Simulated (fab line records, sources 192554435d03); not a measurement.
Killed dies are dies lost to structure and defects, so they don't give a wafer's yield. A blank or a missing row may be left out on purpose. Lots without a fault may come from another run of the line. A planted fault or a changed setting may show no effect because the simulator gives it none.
fab line records | flow n5_finfet
record lots=10 wafers=29 last_day=17
route steps=1938 shown BEOL_M0@726 BEOL_M4@1111 PASSIVATION@1936
lots that met no fault: from a run of the same line without faults
start_h: hours from the record's first day to the start of the lot's first wafer shown | wait_h: hours since the lot's step before | " the same as in the row above | L1.1+2: a row that stands for several wafers | - no value, or no start given | * or withheld: withheld | < > ~ a bound
route shown NAME@n: a module of which the file shows steps, and the number in the route of the first | usual: mean/standard deviation of fault-free wafers | same: alike in all rows | chamber/n: place in a boat | sites: the reading at each site | _std_site: their standard deviation | _edge_site: outer sites' mean less inner sites' | radius_mm: how far each site lies from the wafer's centre | mask NAME#n: copy n | behind: the tool/chamber that last shaped the wafer | hold: why the lot was held/for how many hours/how that ended | device: the transistor (n, p or np) that didn't switch | end of line: the same wafers' tests at the end of the route | a step without rows: its recipe alone | killed: dies lost to structure and defects at the first sort, not the wafer's yield | map: a wafer's dies, x killed, . not, _ none there
set.NAME: the setting as run; set.NAME@STEP: as run at that earlier step | model.NAME: the simulator's own value behind a step, which no gauge read
steps of the route over a sample of lots; a table a step, a row a wafer
services: from which hour (start_h, from the record's first day; less than 0 if before it) a tool's chamber was out of use, for how many hours, and why
## steps
# step N5_BEOL_M0_ETCH_109
# recipe chemistry=CH3F/O2 target_depth_a=80 overetch_a=24 target=SiCN time_s=27.4 ion_energy_ev=120 pressure_mtorr=30 source_w=395 bias_w=75 Ar_flow_sccm=150 CH3F_flow_sccm=30 O2_flow_sccm=20
# usual O2_flow_sccm=20.00/0.061 drypump_motor_current_A=5.7/0.31 oes_product_au=0.68/0.067 rf_vpp_V=297.7/1.4 showerhead_plenum_p_Torr=2.02/0.052 throttle_valve_pct=16.32/0.27
# columns lot.wafer tool chamber start_h wait_h O2_flow_sccm drypump_motor_current_A oes_product_au rf_hours_counter_h rf_vpp_V showerhead_plenum_p_Torr throttle_valve_pct
L531.3 rie_diel-01 3 124.04 0.0 19.96 5.5 0.76 44 297.5 2.01 16.27
L531.4 " 1 " " 20.02 5.6 0.63 176 299.2 2.06 16.52
L531.6 " 2 " " 20.08 5.9 0.61 - 295.4 1.92 16.90
L532.3 rie_diel-04 1 136.82 0.2 19.91 5.4 0.61 200 297.5 1.99 16.27
L532.4 " 0 " " 20.05 6.2 0.75 29 298.0 2.03 15.92
L532.6 " 3 " " 19.99 6.2 0.70 - 296.6 1.96 16.22
L533.1 rie_diel-04 1 140.39 0.0 19.92 5.4 0.61 201 295.0 1.99 16.27
L533.5 " 1 " " 19.96 5.4 0.61 - 295.8 1.99 16.29
L533.6 " 2 " " 20.08 5.5 0.61 - 297.9 2.07 16.11
L534.2 rie_diel-01 2 148.58 0.0 19.93 5.8 0.60 231 295.1 1.92 16.93
L534.4 " 0 " " 19.96 5.1 0.77 25 298.6 2.03 16.07
L534.6 " 0 " " 19.98 5.1 0.75 - 299.2 2.03 16.08
L535.4 rie_diel-01 1 160.20 0.0 20.03 5.6 0.64 189 298.5 2.05 16.55
L535.5 " 1 " " 20.03 5.6 0.63 - 298.4 2.05 16.53
L535.6 " 0 " " 19.94 5.1 0.75 - 297.3 2.03 16.09
L539.3 rie_diel-01 3 178.40 0.0 19.98 5.6 0.73 64 297.8 2.01 16.28
L539.4 " 0 " " 20.08 5.1 0.74 - 298.5 2.03 16.09
L539.5 " 2 " " 20.04 5.8 0.59 - 295.8 1.91 16.94
L541.5 rie_diel-06 0 194.83 0.1 19.98 5.6 0.72 - 295.7 1.95 15.87
L541.6 " 3 " " 19.99 6.1 0.71 - 296.0 2.01 16.16
L542.1 rie_diel-01 1 198.00 0.0 20.15 5.6 0.63 200 297.1 2.05 16.56
L542.4 " 1 " " 20.05 5.6 0.63 - 297.9 2.05 16.57
L542.5 " 2 " " 19.98 5.8 0.59 - 295.5 1.91 16.96
L546.1 rie_diel-01 3 214.24 0.1 20.00 5.5 0.69 79 297.6 2.00 16.33
L546.2 " 2 " " 19.97 5.8 0.84 0 300.9 2.16 16.53
L546.6 " 2 " " 20.02 5.8 0.85 - 299.5 2.16 16.54
L552.1 rie_diel-04 2 257.80 0.1 20.01 5.5 0.58 223 298.7 2.06 16.19
L552.2 " 1 " " 19.99 5.4 0.58 238 297.6 1.98 16.34
L552.6 " 2 " " 19.94 5.5 0.59 - 298.9 2.06 16.18
# step N5_BEOL_M0_SPUTTER_116
# recipe material=Cu target_thk_a=40 temp_c=-20 chamber_pressure_pa=0.07 power_w=withheld time_s=7.37
# usual throttle_valve_pct=29.8/1.2
# columns lot.wafer tool chamber start_h wait_h throttle_valve_pct
L531.3 pvd_sputter-03 - 125.65 0.3 30.0
L531.4 " - " " 30.2
L531.6 " - " " 30.1
L532.3 pvd_sputter-02 - 139.55 1.7 30.7
L532.4 " - " " 29.2
L532.6 " - " " 30.4
L533.1 pvd_sputter-01 - 142.59 1.4 29.6
L533.5 " - " " 30.4
L533.6 " - " " 31.1
L534.2 pvd_sputter-01 - 149.60 0.1 30.9
L534.4 " - " " 29.3
L534.6 " - " " 29.3
L535.4 pvd_sputter-02 - 160.99 0.0 30.4
L535.5 " - " " 30.4
L535.6 " - " " 32.2
L539.3 pvd_sputter-02 - 180.03 0.3 32.4
L539.4 " - " " 27.6
L539.5 " - " " 29.3
L541.5 pvd_sputter-02 - 197.40 1.4 32.1
L541.6 " - " " 30.5
L542.1 pvd_sputter-03 - 199.31 0.1 29.7
L542.4 " - " " 30.2
L542.5 " - " " 29.8
L546.1 pvd_sputter-02 - 215.59 0.1 27.8
L546.2 " - " " 29.4
L546.6 " - " " 27.6
L552.1 pvd_sputter-01 - 259.09 0.1 30.3
L552.2 " - " " 29.3
L552.6 " - " " 30.7
# step N5_BEOL_M0_ECD_118
# recipe material=Cu target_thk_a=3000
# columns lot.wafer tool chamber start_h wait_h
L531.3+4+6 ecd_cu-01 0,1,0 126.15 0.1
L532.3+4+6 ecd_cu-02 1,0,1 140.05 0.1
L533.1+5+6 ecd_cu-01 1,1,0 143.06 0.1
L534.2+4+6 ecd_cu-01 0,1,1 150.08 0.1
L535.4+5+6 ecd_cu-01 0,0,1 161.49 0.1
L539.3+4+5 ecd_cu-01 0,1,0 180.52 0.1
L541.5+6 ecd_cu-02 0,1 197.87 0.1
L542.1+4+5 ecd_cu-01 0,0,1 199.78 0.1
L546.1+2+6 ecd_cu-02 1,0,0 216.07 0.1
L552.1+2+6 ecd_cu-01 0,1,0 259.57 0.1
# step N5_BEOL_M0_CMP_120
# recipe stop_on=SiOC t_overpolish_s=6.9 down_force_psi=1 platen_rpm=50 clearing_platen_down_force_psi=1.5 clearing_platen_rpm=50 post_cmp_clean=cu_alkaline clearing_platen_pad_velocity_m_s=0.99484 pad_velocity_m_s=0.99484
# usual motor_current_A=6.3/0.57 time_to_endpoint_s=63/4.7
# columns lot.wafer tool chamber start_h wait_h motor_current_A time_to_endpoint_s
L531.3 cmp-01 1 128.58 0.2 6.0 64
L531.4 " 2 " " 6.4 63
L531.6 " 1 " " 6.1 64
L532.4 cmp-01 2 140.74 0.4 5.9 63
L532.3 " 1 " " 6.0 65
L532.6 " 2 " " 6.2 63
L533.1 cmp-02 1 144.66 1.5 6.1 70
L533.5 " 1 " " 5.8 69
L533.6 " 2 " " 6.8 66
L534.2 cmp-04 0 150.49 0.2 5.5 60
L534.4 " 2 " " 7.3 63
L534.6 " 0 " " 5.3 63
L535.4 cmp-01 3 162.07 0.2 6.1 59
L535.6 " 1 " " 6.3 60
L535.5 " 2 " " 6.4 60
L539.4 cmp-04 1 180.94 0.1 6.2 19
L539.3 " 0 " " 5.4 62
L539.5 " 1 " " 6.0 60
L541.5 cmp-04 0 198.37 0.2 5.5 62
L541.6 " 1 " " 6.3 59
L542.1 cmp-04 0 200.93 0.3 5.3 60
L542.4 " 2 " " 7.4 61
L542.5 " 0 " " 5.6 18
L546.1 cmp-02 1 216.98 0.3 6.1 73
L546.2 " 2 " " 6.9 66
L546.6 " 1 " " 6.0 71
L552.1 cmp-04 1 259.99 0.3 6.6 61
L552.2 " 2 " " 7.6 61
L552.6 " 1 " " 6.2 60
# step N5_BEOL_M0_PRE_CLEAN_131
# recipe gas=NH3/H2 time_s=15 temp_c=* rf_power_w=300
# usual heater_power_w=93/14
# columns lot.wafer tool chamber start_h wait_h heater_power_w
L531.3 cvd_co-02 2 128.91 0.0 86
L531.4 " 0 " " 110
L531.6 " 1 " " 91
L532.3 cvd_co-01 1 141.30 0.3 100
L532.4 " 2 " " 108
L532.6 " 0 " " 68
L533.1 cvd_co-02 0 145.60 0.7 105
L533.5 " 0 " " 106
L533.6 " 2 " " 86
L534.2 cvd_co-01 1 150.78 0.0 98
L534.4 " 1 " " 100
L534.6 " 2 " " 105
L535.4 cvd_co-02 2 162.35 0.1 87
L535.5 " 0 " " 110
L535.6 " 1 " " 89
L539.3 cvd_co-01 0 181.27 0.0 69
L539.4 " 2 " " 108
L539.5 " 1 " " 104
L541.5 cvd_co-02 1 198.65 0.1 88
L541.6 " 0 " " 108
L542.1 cvd_co-01 1 201.22 0.0 100
L542.4 " 0 " " 70
L542.5 " 1 " " 97
L546.1 cvd_co-01 1 217.31 0.0 102
L546.2 " 0 " " 68
L546.6 " 1 " " 103
L552.1 cvd_co-02 0 260.28 0.0 109
L552.2 " 1 " " 90
L552.6 " 0 " " 106
# step N5_BEOL_M4_RC_MEAS_101
# usual DIBL_N=36.0/2.2 DIBL_P=35.9/2.6 IOFF_N=0.16/0.038 IOFF_P=0.21/0.042 ION_N=675/15 ION_P=463/10 SS_N=71.5/0.62 SS_P=73.2/0.76 VT_N=250/4.1 VT_P=-251/3.6
# columns lot.wafer tool chamber start_h wait_h DIBL_N[mV/V] DIBL_P[mV/V] IOFF_N[nA/um] IOFF_P[nA/um] ION_N[uA/um] ION_P[uA/um] SS_N[mV/dec] SS_P[mV/dec] VT_N[mV] VT_P[mV]
L531.3 prober-02 0 168.92 0.3 36.3 37.2 0.17 0.21 675 458 72.3 73.5 249 -252
L531.4 " 0 " " 35.1 36.8 0.15 0.19 662 454 71.6 73.3 251 -252
L531.6 " 0 " " 32.8 34.1 0.12 0.16 672 463 70.7 72.1 253 -255
L533.1 prober-01 0 192.73 0.0 32.4 31.1 0.10 0.14 662 457 71.0 72.7 259 -258
L533.5 " 0 " " 32.1 31.3 0.10 0.14 648 454 70.5 72.4 260 -257
L533.6 " 0 " " 34.7 33.8 0.13 0.18 674 465 71.4 74.1 255 -251
L532.3 prober-02 0 194.41 0.3 33.3 33.6 0.12 0.15 657 446 70.9 73.0 253 -255
L532.4 " 0 " " 36.6 37.5 0.17 0.20 680 458 72.6 73.8 247 -251
L532.6 " 0 " " 34.8 34.4 0.14 0.15 656 444 71.8 73.3 251 -255
L534.2 prober-01 0 195.36 0.2 38.7 39.3 0.21 0.26 690 471 72.2 74.5 245 -249
L534.4 " 0 " " 36.1 35.5 0.16 0.19 675 459 72.4 73.7 249 -251
L534.6 " 0 " " 33.1 32.3 0.12 0.16 662 452 71.2 72.1 252 -253
L535.4 prober-01 0 211.21 0.5 43.9 43.5 0.29 0.34 693 471 72.5 75.3 245 -245
L535.5 " 0 " " 41.1 40.2 0.22 0.26 687 469 72.6 74.2 243 -247
L535.6 " 0 " " 37.2 35.3 0.14 0.19 684 467 71.3 73.0 252 -255
L539.3 prober-01 0 227.78 0.3 32.1 32.0 0.11 0.13 679 457 70.8 71.7 251 -258
L539.4 " 0 " " 37.1 37.1 0.16 0.19 687 463 72.5 72.6 250 -254
L539.5 " 0 " " 35.9 37.0 0.15 0.20 676 453 71.3 72.6 247 -252
L541.5 prober-01 0 247.91 0.6 34.9 34.8 0.14 0.18 681 466 71.4 72.5 250 -250
L541.6 " 0 " " 35.5 36.6 0.15 0.20 666 456 71.6 73.4 246 -254
L542.1 prober-02 0 253.67 0.0 35.7 35.0 0.15 0.19 671 464 70.9 72.2 248 -250
L542.4 " 0 " " 32.8 31.4 0.11 0.15 670 458 70.7 72.1 253 -254
L542.5 " 0 " " 36.7 34.6 0.16 0.19 669 457 71.8 72.8 249 -250
L546.1 prober-02 0 266.93 0.0 37.0 38.5 0.17 0.24 661 456 72.0 73.5 246 -249
L546.2 " 0 " " 37.4 38.1 0.20 0.23 697 478 71.2 73.8 243 -251
L546.6 " 0 " " 36.6 36.9 0.17 0.22 686 464 70.7 72.4 248 -250
L552.1 prober-02 0 306.35 0.0 36.0 37.0 0.18 0.25 684 464 71.0 73.4 245 -248
L552.2 " 0 " " 35.7 36.7 0.18 0.25 693 475 71.2 73.6 244 -245
L552.6 " 0 " " 35.6 37.8 0.19 0.28 700 491 71.5 74.2 245 -245
# step N5_PASSIVATION_PROBE_49
# usual defect_limited_yield=91.4/1.6 killed_at_M0_to_M3=35/10 killed_at_M4_up=12/4.7 killed_at_contacts=12/5.8 killed_at_front_end=38/12 killed_at_other=4/3.2 killed_dies=102/18 killed_open=68/14 killed_short=32/8 sort_bin_4_leakage=0.00/0.043 sort_bin_5_function=5.1/0.96 sort_bin_6_memory=3.2/0.77 sort_bin_8_speed=0.1/0.39 sort_n_pass=1078/20 sort_yield_pct=91.3/1.7
# same gross_dies=1180 killed_at_back_side=0
# columns lot.wafer tool chamber start_h wait_h defect_limited_yield[%] killed_at_M0_to_M3 killed_at_M4_up killed_at_contacts killed_at_front_end killed_at_other killed_dies killed_open killed_short sort_bin_4_leakage[%] sort_bin_5_function[%] sort_bin_6_memory[%] sort_bin_8_speed[%] sort_n_pass sort_yield_pct[%]
L533.1 prober-01 - 291.88 0.0 88.8 38 20 9 64 1 132 86 46 0 5.8 5.0 0 1048 88.8
L533.5 prober-01 - 292.08 0.2 88.6 38 18 17 60 1 134 96 38 0 6.6 4.2 0 1046 88.6
L533.6 prober-01 - 292.13 0.3 89.0 41 18 16 50 5 130 75 55 0 5.8 4.4 0 1050 89.0
L546.1 prober-01 - 373.94 0.0 89.0 53 1 4 69 3 130 89 41 0 5.8 4.9 0 1050 89.0
L546.2 prober-01 - 373.99 0.1 91.2 33 7 12 47 5 104 81 23 0 5.1 3.5 0 1076 91.2
L546.6 prober-01 - 374.19 0.3 89.9 40 14 12 51 2 119 84 35 0 5.7 4.2 0 1061 89.9
# killed by level:class
L533.1 FIN_SAQP:geometric_particle:open=15 BEOL_M0_SAQP:geometric_particle:open=14 BEOL_M4:geometric_particle:open=14 STI_FIN_REVEAL:geometric_particle:open=13 FIN_SAQP:geometric_particle:short=10 BEOL_M0_SAQP:geometric_particle:short=9 GATE_CUT:geometric_particle:short=7 MOL_CONTACT_COAG:geometric_particle:open=7
L533.5 FIN_SAQP:geometric_particle:open=18 DUMMY_GATE:geometric_particle:open=12 MOL_CONTACT_COAG:geometric_particle:open=12 BEOL_M0_SAQP:geometric_particle:short=11 BEOL_M0_SAQP:geometric_particle:open=11 BEOL_M4:geometric_particle:open=10 FIN_SAQP:geometric_particle:short=9 STI_FIN_REVEAL:geometric_particle:open=9
L533.6 BEOL_M0_SAQP:geometric_particle:short=14 FIN_SAQP:geometric_particle:open=11 BEOL_M0_SAQP:geometric_particle:open=11 MOL_CONTACT_COAG:geometric_particle:open=9 FIN_SAQP:geometric_particle:short=8 MOL_CONTACT_COAG:geometric_particle:short=7 BEOL_M4:geometric_particle:open=7 BEOL_M1:geometric_particle:open=6
L546.1 STI_FIN_REVEAL:geometric_particle:open=22 FIN_SAQP:geometric_particle:open=21 BEOL_M0_SAQP:geometric_particle:short=10 BEOL_M3:geometric_particle:open=10 BEOL_M1:geometric_particle:open=9 BEOL_M0_SAQP:geometric_particle:open=8 FIN_SAQP:geometric_particle:short=7 STARTING-WAFER:geometric_particle:open=7
L546.2 FIN_SAQP:geometric_particle:open=22 BEOL_M0_SAQP:geometric_particle:open=11 MOL_CONTACT_COAG:geometric_particle:open=9 FIN_SAQP:geometric_particle:short=9 BEOL_M2:geometric_particle:open=6 BEOL_M0_SAQP:geometric_particle:short=5 BEOL_M1:geometric_particle:open=5 BEOL_M3:geometric_particle:open=5
L546.6 FIN_SAQP:geometric_particle:open=16 STI_FIN_REVEAL:geometric_particle:open=11 MOL_CONTACT_COAG:geometric_particle:open=11 BEOL_M3:geometric_particle:open=6 BEOL_M1:geometric_particle:open=6 BEOL_M0:geometric_particle:open=5 BEOL_M2:geometric_particle:open=5 BEOL_M4:geometric_particle:open=4
## services
# columns tool chamber start_h hours kind
rie_diel-04 0 102.22 2.3 repair
cmp-01 - 108.99 8.1 pm
cmp-02 - 131.75 0.2 repair
cmp-02 - 133.37 1.2 repair
cvd_co-02 - 138.59 6.9 pm
cmp-02 - 145.92 3.0 repair
pvd_sputter-01 - 150.27 1.8 repair
cvd_co-02 - 150.64 1.2 repair
cmp-01 - 154.57 0.4 repair
rie_diel-06 0 155.65 13.1 repair
cmp-02 - 161.59 4.0 pm
rie_diel-01 1 173.91 5.0 repair
ecd_cu-01 - 174.19 1.2 repair
cmp-02 - 174.42 6.1 pm
cmp-04 - 177.55 0.7 repair
cmp-01 - 181.78 3.0 repair
cmp-02 - 183.13 0.8 repair
cmp-01 - 196.02 4.0 pm
cvd_co-02 - 198.93 0.9 repair
rie_diel-04 1 204.77 9.1 repair
cmp-04 - 207.57 24.7 pm
cmp-02 - 239.66 0.5 repair
cmp-04 - 253.65 0.9 repair
cvd_co-01 1 260.15 4.1 repair
## key
first_sign step=N5_BEOL_M0_CMP_120 reading=time_to_endpoint_s direction=down sigmas=9.6 usual=* struck=*
effect none on later readings
met_at N5_BEOL_M0_ECD_118
struck_lots L539,L542
struck_wafers L539.4,L542.5
not_acting_at N5_BEOL_M0_ETCH_109,N5_BEOL_M0_SPUTTER_116,N5_BEOL_M0_PRE_CLEAN_131
onset_between 161.49 180.52
fault kind=process_parameter_drift tool=ecd_cu-01 chamber=1 onset_h=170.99 steps=N5_BEOL_M0_ECD_118 channel=target_thk_a offset=* shape=step end_h=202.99 acts_in=* stated=*
